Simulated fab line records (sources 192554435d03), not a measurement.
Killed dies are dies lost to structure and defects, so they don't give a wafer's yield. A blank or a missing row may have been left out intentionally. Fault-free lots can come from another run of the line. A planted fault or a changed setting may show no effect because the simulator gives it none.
A lot that was struck, set against a sound lot + flow n5 finfet + 39 steps out of a route of 1938
Sound: the wafers L512.1, L512.5, L512.6. Wafers struck: L507.2, L507.3, L507.4. The cause is named last.
At each step with rows: each side's tool, then ch and its chambers, then its first start. Under that, the readings that differ: sound wafers + struck wafers + difference of the means + sigmas: that difference in standard deviations of wafers without a fault.
alike: words and numbers the same on both sides, and readings whose means are apart by under 2 such deviations; not compared: readings that were withheld, readings missing a value for some wafer, numbers with overlapping values and no deviation given by the record, and bounds like >300 which may hide the same value.
A row with sigmas, a row that says differs or no value, or rows on one side alone: a step with any of these is where the two part. Numbers that have no deviation but don't overlap get no sigmas and don't part them. A reading that every wafer of one side lacks parts them only if that side has two wafers or more.

first, 11 steps without rows for these wafers: N5_BEOL_M0_CUTY_DESCUM_61 (chemistry O2, time 7.9 s); N5_BEOL_M0_CUTY_ETCH_62 (etches SiARC in CF4, time 58.5 s); N5_BEOL_M0_CUTY_ETCH_63 (etches SOC in N2/H2, target depth 82.7 nm, overetch 16.5 nm, time 124 s); N5_BEOL_M0_CUTY_STRIP_64 (strips in N2/H2); N5_BEOL_M0_ETCH_138 (etches SiCN in CH3F/O2, target depth 12 nm, time 31.6 s); N5_BEOL_M0_HM_OPEN_105 (chemistry Cl2/BCl3, target TiN, target depth 12 nm); N5_BEOL_M0_STRIP_140 (strips in CF4); N5_BEOL_M0_STRIP_104 (strips in N2/H2); N5_BEOL_M0_WET_ETCH_106 (etches SiO2 in DHF, target depth 130 nm, rinse time 30 s); N5_BEOL_M0_ETCH_128 (etches SiCN in CF4/N2, target depth 12 nm, overetch 5.1 nm, time 21.4 s); N5_BEOL_M0_TRENCH_ETCH_107 (etches SiOC in C4F6/O2, target depth 32.8 nm, time 16.4 s).
N5_BEOL_M0_STRIP_142: strips in N2/H2, time 10 s.
  sound on rie diel-03 ch 0,1,2, day 10 08:57; struck on rie diel-03 ch 0,1,3, day 9 04:17
  no value came back on the struck wafers for any of 9 readings (bias power w (W), chamber pressure mTorr (mTorr) and others); on the sound wafers bias power w (W) reads 7.008 6.996 6.989
  not compared: rf hours counter h
then, 25 steps without rows for these wafers: N5_BEOL_M0_HM_STRIP_129 (strips TiN in peroxide tin strip, target depth 17 nm, time 108 s); N5_BEOL_M0_SRD_130 (time 30 s); N5_BEOL_M0_ETCH_109 (etches SiCN in CH3F/O2, target depth 8 nm, overetch 2.4 nm, time 27.4 s); N5_BEOL_M0_STRIP_139 (strips in post etch residue remover, time 60 s); N5_BEOL_M0_SRD_111 (time 30 s); N5_BEOL_M0_DEGAS_112 (time 60 s); N5_BEOL_M0_PRE_CLEAN_113 (time 30 s); N5_BEOL_M0_ALD_136 (deposits TaN, pulse time 2 s, purge time 3 s, co reactant purge time 2 s); N5_BEOL_M0_SURFACE_TREAT_137; N5_BEOL_M0_CVD_115 (deposits Co from CCTBA/H2, time 120 s); N5_BEOL_M0_SPUTTER_116 (material Cu, target thk 4 nm, time 7.37 s); N5_BEOL_M0_ANNEAL_117 (time 60 s); N5_BEOL_M0_SPUTTER_132 (material Cu, target thk 4 nm, time 7.37 s); N5_BEOL_M0_ANNEAL_133 (time 60 s); N5_BEOL_M0_SPUTTER_134 (material Cu, target thk 4 nm, time 7.37 s); N5_BEOL_M0_ANNEAL_135 (time 60 s); N5_BEOL_M0_SPUTTER_141 (material Cu, target thk 4 nm, time 7.37 s); N5_BEOL_M0_ECD_118 (material Cu, target thk 300 nm); N5_BEOL_M0_ANNEAL_119 (time 90 s); N5_BEOL_M0_CMP_120 (polishes, stops on SiOC, t overpolish 6.9 s); N5_BEOL_M0_PRE_CLEAN_131 (time 15 s); N5_BEOL_M0_CO_CAP_123 (material Co, precursor CCTBA/H2, target thk 2 nm, time 102.1 s); N5_BEOL_M0_PRE_CLEAN_124 (time 15 s); N5_BEOL_M0_DEP_125 (deposits SiCN from 3MS/NH3, target thk 8 nm, time 14 s); N5_BEOL_M1_ILD_DEP_00 (deposits SiOC from DEMS/O2, target thk 79 nm, time 15.3 s).
N5_BEOL_M4_RC_MEAS_101:
  sound on prober-01 ch 0, day 12 16:02; struck on prober-01 ch 0, day 11 01:55
| reading       | sound       | struck      | difference | sigmas |
|---------------|-------------|-------------|------------|--------|
| ION_P (uA/um) | 479 477 472 | 460 456 458 | -18        | -2     |
  alike: DIBL_N, DIBL_P, IOFF_N, IOFF_P, ION_N, SS_N, SS_P, VT_N, VT_P
-- the record jumps here: 5 days lie between the struck wafers' starts before and after (it left off in module BEOL_M4 and takes up again in module PASSIVATION, whose first step shown is number 1936 of the route) --
N5_PASSIVATION_PROBE_49:
  rows exist in the record for the struck wafers here (prober-02, day 15 13:58), but not for the sound ones

== WHERE THEY PART ==
First at N5_BEOL_M0_STRIP_142; last, within this record, at N5_PASSIVATION_PROBE_49.

WHY: the cause the simulator had injected
Beginning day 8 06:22, the whole step at N5_BEOL_M0_STRIP_142 was skipped on rie diel-03. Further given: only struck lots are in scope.
